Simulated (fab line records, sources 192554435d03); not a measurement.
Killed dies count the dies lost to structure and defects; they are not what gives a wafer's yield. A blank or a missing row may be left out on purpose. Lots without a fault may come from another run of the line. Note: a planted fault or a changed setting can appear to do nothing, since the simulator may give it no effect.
Which tool is to blame? :: flow n5Finfet :: route of 1938 steps, sampled at 1 step: 11 lots, 33 wafers

WHAT EACH GAUGE READ, for each wafer
N5_BEOL_M11_CD_MEAS_28: target cd 70 nm.
lot: L076
measured: day 10 19:49
on: cdSem-01
cdNm (nm): 69.6 70.9 69.6

lot: L077
measured: day 11 13:13
on: cdSem-03
cdNm (nm): 71.0 69.8 70.2

lot: L079
measured: day 11 23:01
on: cdSem-02
cdNm (nm): 68.9 68.9 68.6

lot: L081
measured: day 12 12:52
on: cdSem-02
cdNm (nm): 70.1 69.3 70.2

lot: L082
measured: day 12 19:32
on: cdSem-03
cdNm (nm): 70.5 69.3 70.7

lot: L085
measured: day 13 23:25
on: cdSem-03
cdNm (nm): 68.9 70.2 70.0

lot: L087
measured: day 14 06:29
on: cdSem-01
cdNm (nm): 71.3 71.4 71.5

lot: L090
measured: day 14 12:09
on: cdSem-02
cdNm (nm): 70.3 70.2 69.3

lot: L094
measured: day 15 13:37
on: cdSem-03
cdNm (nm): 68.5 68.9 69.1

lot: L093
measured: day 15 18:33
on: cdSem-01
cdNm (nm): 70.8 70.7 69.5

lot: L097
measured: day 16 06:11
on: cdSem-01
cdNm (nm): 70.7 69.9 69.0

WHAT TOOL EACH LOT RAN ON (gives the tool, then ch and the chambers of the sampled wafers, and finally the start)
The record holds no process step before these readings.

THE ANSWER, worked out from the rows above alone
Rule: the lots themselves supply what counts as usual. The widest of any qualifying gaps counts: lots, ordered by their means at a reading, are off when they make up no more than a third of the lots, leave a main group of 4 or more, and stand apart from it by 3 or more times the standard deviation of that group's means. Not used: any main group whose means are identical at the precision the tables above print for the reading. Also off: a lot with no number at a reading for which 4 or more lots have one. All remaining lots with rows at the step are treated as sound.
None of the lots is off at any reading shown; this tells nothing.

WHAT THE SIMULATOR HAD PUT IN
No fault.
